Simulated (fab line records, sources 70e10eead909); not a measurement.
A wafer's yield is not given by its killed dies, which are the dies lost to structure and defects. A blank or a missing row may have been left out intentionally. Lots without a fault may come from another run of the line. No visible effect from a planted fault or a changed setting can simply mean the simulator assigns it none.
Which tool was responsible? ; flow nand_harc ; 12 lots, 36 wafers sampled, at 2 steps of a route of 1302

## WHAT EACH GAUGE READ, for each wafer
NHARC_A_CONTACT_CD_MEAS_80.
lot;measured;on;cd_nm (nm)
L075;day 22 06:05;cd_sem-01;289.8 290.2 290.5
L076;day 22 22:04;cd_sem-03;290.1 289.4 289.9
L079;day 24 03:22;cd_sem-03;289.0 290.2 290.2
L081;day 24 19:41;cd_sem-02;289.2 289.4 289.9
L083;day 25 12:41;cd_sem-03;290.4 290.9 290.8
L084;day 26 03:20;cd_sem-03;289.2 289.3 288.9
L087;day 26 23:22;cd_sem-01;289.8 288.8 288.7
L088;day 28 09:42;cd_sem-01;290.9 290.1 290.7
L091;day 28 19:14;cd_sem-03;290.1 289.3 290.1
L093;day 29 23:03;cd_sem-01;289.9 290.1 289.9
L095;day 30 19:49;cd_sem-01;289.1 288.6 288.7
L097;day 31 03:34;cd_sem-02;288.8 288.7 289.0

## EACH LOT AND THE TOOL THAT RAN IT (in order: tool; ch and the chambers of the sampled wafers; start)
lot;NHARC_A_CONTACT_ETCH_132
L075;har_cap_etch-03 ch 0,1, day 22 04:56
L076;har_cap_etch-03 ch 0,1, day 22 20:53
L079;har_cap_etch-01 ch 0,1, day 24 02:11
L081;har_cap_etch-01 ch 0,1, day 24 18:31
L083;har_cap_etch-02 ch 0,1, day 25 11:27
L084;har_cap_etch-03 ch 0,1, day 26 02:11
L087;har_cap_etch-03 ch 0,1, day 26 22:11
L088;har_cap_etch-01 ch 0,1, day 28 08:29
L091;har_cap_etch-03 ch 0,1, day 28 18:02
L093;har_cap_etch-01 ch 0,1, day 29 21:52
L095;har_cap_etch-02 ch 0,1, day 30 18:38
L097;har_cap_etch-01 ch 1, day 31 01:26
- NHARC_A_CONTACT_ETCH_132: etches the open film in C4F8/O2/Ar, time 197 s, target depth 1924 nm.

## THE ANSWER, worked out from the rows above alone
Rule: usual is defined by the lots themselves. Put in order of their means at a reading, lots are off if they are a third of the lots or fewer, leave a main group of 4 or more, and stand apart from it by a gap of 3 or more times the standard deviation of the main group's means; of several such gaps the widest counts. Not used: any main group whose means are identical at the precision the tables above print for the reading. A lot without any number at a reading at which 4 lots or more have one is off too. Where the step has rows for the other lots, those lots are counted as sound.
Across all readings shown, no lot is off: no conclusion can be drawn from this.

## WHAT THE SIMULATOR HAD INSERTED
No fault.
